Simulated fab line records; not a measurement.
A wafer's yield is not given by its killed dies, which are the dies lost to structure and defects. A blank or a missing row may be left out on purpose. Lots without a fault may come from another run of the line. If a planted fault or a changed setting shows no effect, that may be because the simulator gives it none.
The tool behind it: which one?    flow nand harc    route of 1302 steps, sampled at 1 step: 14 lots, 42 wafers

## WHAT THE GAUGES SHOWED, per wafer
NHARC_P_GATE_OVL_MEAS_27. Usual: overlay x nm 0.0 nm, standard deviation 0.83; overlay y nm -0.2 nm, standard deviation 0.9.
lot   measured      on          overlay x nm (nm)  overlay y nm (nm)  flag
L126  day 5 08:32   overlay-02  -1.5 -1.4 -1.2     -0.2 0.1 0.0       
L127  day 5 18:26   overlay-01  1.0 1.0 1.3        0.1 0.4 -0.1       
L128  day 6 07:45   overlay-01  0.2 -0.7 -0.7      -0.1 -0.5 -0.5     
L129  day 6 19:35   overlay-01  0.8 0.5 0.7        0.1 -0.1 -0.2      
L131  day 7 11:24   overlay-01  0.0 0.5 1.4        -0.9 -0.9 -0.7     
L133  day 8 10:35   overlay-01  -1.5 -0.7 -1.1     -0.8 -0.7 -1.1     
L134  day 8 17:28   overlay-01  0.0 -0.8 -0.2      0.5 0.4 -0.2       
L135  day 9 08:38   overlay-01  1.6 1.4 1.3        0.4 0.1 0.7        
L136  day 9 13:23   overlay-01  -0.2 -0.6 -0.7     0.2 0.2 -0.2       
L143  day 12 12:53  overlay-01  0.5 0.6 0.2        -1.4 -1.8 -1.7     
L145  day 13 10:14  overlay-01  -0.1 -0.8 -0.3     1.1 1.3 2.1        
L146  day 13 15:18  overlay-02  -1.0 -1.3 -0.8     -1.9 -2.0 -2.2     
L147  day 14 09:13  overlay-02  -0.2 0.4 -0.3      0.3 0.2 0.0        
L148  day 14 10:35  overlay-02  0.9 1.3 0.9        -0.3 0.0 -0.3      

## WHAT TOOL EACH LOT RAN ON (gives the tool, then ch and the chambers of the sampled wafers, and finally the start)
The record shows no process step preceding these readings.

## WHAT THE TOOLS THEMSELVES READ (means of the sampled wafers that have a number; where no wafer has one, the mark that the record gives instead)
The record holds no such reading with a usual standard deviation.

## THE ANSWER, worked out from the rows above alone
Rule: a lot counts as off when the mean over its wafers that have a number is more than 3 standard deviations away from the usual mean. A lot without any number at a reading at which 4 lots or more have one is off too. The other lots that the step has rows for count as sound. After the gauges, taken in route order, come the tools' own readings; for these a lot's mean is taken, as printed above. At the first step where some lot is off, the reading lying furthest off is the one used; lots without a number count as furthest.
Nothing can be told from this: no lot is off at any reading shown.

## WHAT WAS PUT IN BY THE SIMULATOR
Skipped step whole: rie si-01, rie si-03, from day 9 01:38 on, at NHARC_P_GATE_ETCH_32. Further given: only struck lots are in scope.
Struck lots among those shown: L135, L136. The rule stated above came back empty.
